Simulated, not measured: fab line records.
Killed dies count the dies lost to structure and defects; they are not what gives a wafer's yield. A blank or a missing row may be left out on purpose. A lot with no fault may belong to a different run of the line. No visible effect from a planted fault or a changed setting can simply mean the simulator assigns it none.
Code-filled problem report in 8D (eight disciplines) form :: flow nand_harc :: the parts of the form that need people (team, actions taken, sign-off) are left out

== 1. THE ISSUE ==
thk_nm at NHARC_A_ONON_D1_THK_MEAS_11 reads a mean of 628 nm on 6 wafers of 2 lots; wafers without a fault read 1002 nm with a standard deviation of 9.8. Relative to the usual mean, that is a shift of -38 standard deviations.
The step: measures by ellipsometry.
First observed at day 11 02:05: wafer L220.3, on film_metro-01. The record holds 42 wafers of 14 lots with a number at this step. Rule for "out", or "out of limits": more than 4 standard deviations from the usual mean. The other wafers with a number count as sound.

== 2. WHAT IT IS, AND WHAT IT ISN'T ==
question: which readings at this step
is: thk_nm
is not: -

question: which lots
is: L220, L225
is not: L209, L211, L213, L214, L215, L216, L217, L218, L219, L224, L230, L232

question: which wafers of those lots
is: all that have a number
is not: -

question: read on which gauges
is: film_metro-01
is not: film_metro-02

question: when
is: from day 11 02:05
is not: up to then (27 sound wafers); but 9 sound wafers of L224, L230, L232 came after

== 3. THE SUSPECTS, EACH WITH WHAT RULES IT OUT ==
Counting: a tool at any process step up to the reading remains a suspect when it ran all the lots that are out and ran no sound lot after the first of those.
- ruled out: the gauge at NHARC_A_ONON_D1_THK_MEAS_11. All the wafers that are out were read on film_metro-01, but those of them that NHARC_END_SORT_01 has rows for are out there too, on other tools.
- pecvd_onon-01 at NHARC_A_ONON_D1_DEP_09 (target thk 1000 nm): kept. It ran every lot that is out, first L220 (day 11 01:41), and no sound lot after that; its last sound lot up to then is L219 (day 9 23:24).
The count leaves pecvd_onon-01 at NHARC_A_ONON_D1_DEP_09.

== 4. THE CAUSE (what the simulator had put in) ==
pecvd_onon-01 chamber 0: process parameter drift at NHARC_A_ONON_D1_DEP_09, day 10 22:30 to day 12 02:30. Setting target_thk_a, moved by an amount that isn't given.
The count eliminated every tool but this one.

== 5. THE EFFECT CHAIN, in route order ==
Each row: a reading where the mean over the struck wafers with a number is more than 3 standard deviations away from the usual. Readings are gone through only where the record gives a usual standard deviation; hours: the median, over the lots, of the time from a lot's start at the first step in this table giving one to that lot's start at this step; sigmas: the change measured in usual standard deviations.
hours: 0
step: NHARC_A_ONON_D1_THK_MEAS_11
reading: thk_nm
usual: 1002 nm
on struck wafers: 628
change: -374
sigmas: -38

hours: 285
step: NHARC_END_SORT_01
reading: killed_at_array
usual: 27
on struck wafers: 674
change: +647
sigmas: +59

hours: 285
step: NHARC_END_SORT_01
reading: killed_dies
usual: 31
on struck wafers: 677
change: +646
sigmas: +54

== 6. WHAT WOULD HAVE CAUGHT IT SOONER ==
Counted from the fault's start at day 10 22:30, it took 4 hours until the first out-of-limits reading at a measuring or inspecting step in this record, taken at day 11 02:05.
Of the tool readings at NHARC_A_ONON_D1_DEP_09 for which the record gives a usual standard deviation, none was out on any struck wafer, so an alarm limit of 4 standard deviations on them would not have fired.
L225, from the lots that are out (2), started NHARC_A_ONON_D1_DEP_09 on pecvd_onon-01 later than day 11 02:05. A tool hold placed at that time would have kept it from harm.
